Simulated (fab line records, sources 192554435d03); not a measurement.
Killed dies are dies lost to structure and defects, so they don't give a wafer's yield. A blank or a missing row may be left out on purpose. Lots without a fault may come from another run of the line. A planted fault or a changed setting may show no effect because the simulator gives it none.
Split-lot experiment | flow n5_finfet | 7 lots, 39 wafers read, on a route of 1938 steps

THE SPLIT
At N5_MOL_CONTACT_COAG_SPUTTER_143 (material Co, target thk 2.5 nm), the setting target_thk_a was moved away from the recipe's 25 angstrom on 12 of the 39 wafers read, by -55.0% to +25.2%. The other wafers ran this setting at the recipe's value.

The reading is taken at the split's own step.

THE READING
Co_of_MOL_CONTACT_COAG_SPUTTER_143.thk_nm (the simulator's own value, which no gauge read), in nm, at N5_MOL_CONTACT_COAG_SPUTTER_143 (material Co, target thk 2.5 nm). The file gives no usual value for it. The 27 wafers here that ran the recipe average 2.5 nm, standard deviation 0.13 nm.

wafer  | tool, chamber at the split | target_thk_a as run, angstrom | against the recipe | Co_of_MOL_CONTACT_COAG_SPUTTER_143.thk_nm, nm | against lot-mates on the recipe
L075.1 | pvd_sputter-03, -          | 25                            | recipe             | 2.8                                           | -
L075.3 | pvd_sputter-03, -          | 25                            | recipe             | 2.8                                           | -
L075.2 | pvd_sputter-03, -          | 19.32                         | -22.7%             | 2                                             | -0.7
L075.5 | pvd_sputter-03, -          | 19.32                         | -22.7%             | 2                                             | -0.7
L075.6 | pvd_sputter-03, -          | 19.32                         | -22.7%             | 2                                             | -0.7
L075.4 | pvd_sputter-03, -          | 25                            | recipe             | 2.6                                           | -
L084.1 | pvd_sputter-01, -          | 25                            | recipe             | 2.4                                           | -
L084.2 | pvd_sputter-01, -          | 25                            | recipe             | 2.6                                           | -
L084.4 | pvd_sputter-01, -          | 25                            | recipe             | 2.6                                           | -
L084.3 | pvd_sputter-01, -          | 31.31                         | +25.2%             | 3.2                                           | +0.7
L084.5 | pvd_sputter-01, -          | 31.31                         | +25.2%             | 3.2                                           | +0.7
L084.6 | pvd_sputter-01, -          | 31.31                         | +25.2%             | 3.2                                           | +0.7
L086.1 | pvd_sputter-03, -          | 29.19                         | +16.8%             | 2.8                                           | +0.2
L086.2 | pvd_sputter-03, -          | 25                            | recipe             | 2.6                                           | -
L086.3 | pvd_sputter-03, -          | 25                            | recipe             | 2.6                                           | -
L086.4 | pvd_sputter-03, -          | 25                            | recipe             | 2.6                                           | -
L086.5 | pvd_sputter-03, -          | 29.19                         | +16.8%             | 3                                             | +0.4
L086.6 | pvd_sputter-03, -          | 29.19                         | +16.8%             | 3                                             | +0.4
L090.1 | pvd_sputter-02, -          | 11.25                         | -55.0%             | 1.2                                           | -1.3
L090.2 | pvd_sputter-02, -          | 25                            | recipe             | 2.4                                           | -
L090.5 | pvd_sputter-02, -          | 25                            | recipe             | 2.4                                           | -
L090.3 | pvd_sputter-02, -          | 11.25                         | -55.0%             | 1                                             | -1.5
L090.6 | pvd_sputter-02, -          | 11.25                         | -55.0%             | 1                                             | -1.5
L090.4 | pvd_sputter-02, -          | 25                            | recipe             | 2.6                                           | -
L091.1 | pvd_sputter-01, -          | 25                            | recipe             | 2.4                                           | -
L091.2 | pvd_sputter-01, -          | 25                            | recipe             | 2.6                                           | -
L091.4 | pvd_sputter-01, -          | 25                            | recipe             | 2.6                                           | -
L094.1 | pvd_sputter-01, -          | 25                            | recipe             | 2.6                                           | -
L094.3 | pvd_sputter-01, -          | 25                            | recipe             | 2.6                                           | -
L094.6 | pvd_sputter-01, -          | 25                            | recipe             | 2.6                                           | -
L094.2 | pvd_sputter-01, -          | 25                            | recipe             | 2.2                                           | -
L094.4 | pvd_sputter-01, -          | 25                            | recipe             | 2.4                                           | -
L094.5 | pvd_sputter-01, -          | 25                            | recipe             | 2.4                                           | -
L095.1 | pvd_sputter-03, -          | 25                            | recipe             | 2.6                                           | -
L095.2 | pvd_sputter-03, -          | 25                            | recipe             | 2.6                                           | -
L095.3 | pvd_sputter-03, -          | 25                            | recipe             | 2.6                                           | -
L095.4 | pvd_sputter-03, -          | 25                            | recipe             | 2.6                                           | -
L095.5 | pvd_sputter-03, -          | 25                            | recipe             | 2.6                                           | -
L095.6 | pvd_sputter-03, -          | 25                            | recipe             | 2.4                                           | -

THE FIT
A straight line over all 39 wafers: Co_of_MOL_CONTACT_COAG_SPUTTER_143.thk_nm changes by +0.0262 nm for each +1% of target_thk_a; r = +0.97; the points scatter about the line by 0.12 nm.
The same after taking each lot's own level away (the mean of its wafers on the recipe; 39 wafers): +0.0259 nm for each +1%; r = +0.98; scatter 0.11 nm.
On that fit, the largest move of target_thk_a shifts the reading by 1.4 nm.
The lots' own levels span 2.47 to 2.73 nm, that is 2.1 times the standard deviation above.
So the lot-to-lot level changes the slope little: the two slopes agree.
Check: with one of the wafers moved furthest among these (-55.0%) left out of the fit, the line predicts -1.49 nm for it against its lot-mates. It came out at -1.27 nm against them.

OTHER SPLITS ON THESE WAFERS
These wafers also went through other splits before the reading. Each is held against what the fit with the lots' levels taken away leaves over:
other split on the same wafers   | wafers away from the commonest value | r with Co_of_MOL_CONTACT_COAG_SPUTTER_143.thk_nm (lot level and that fit taken away)
N5_HKMG_FIN_HK_ALD_01 ald_cycles | 15                                   | -0.13

THE FILE'S OWN FIT
Co_of_MOL_CONTACT_COAG_SPUTTER_143.thk_nm changes by +0.026 nm for each +1% of target_thk_a, r = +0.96.
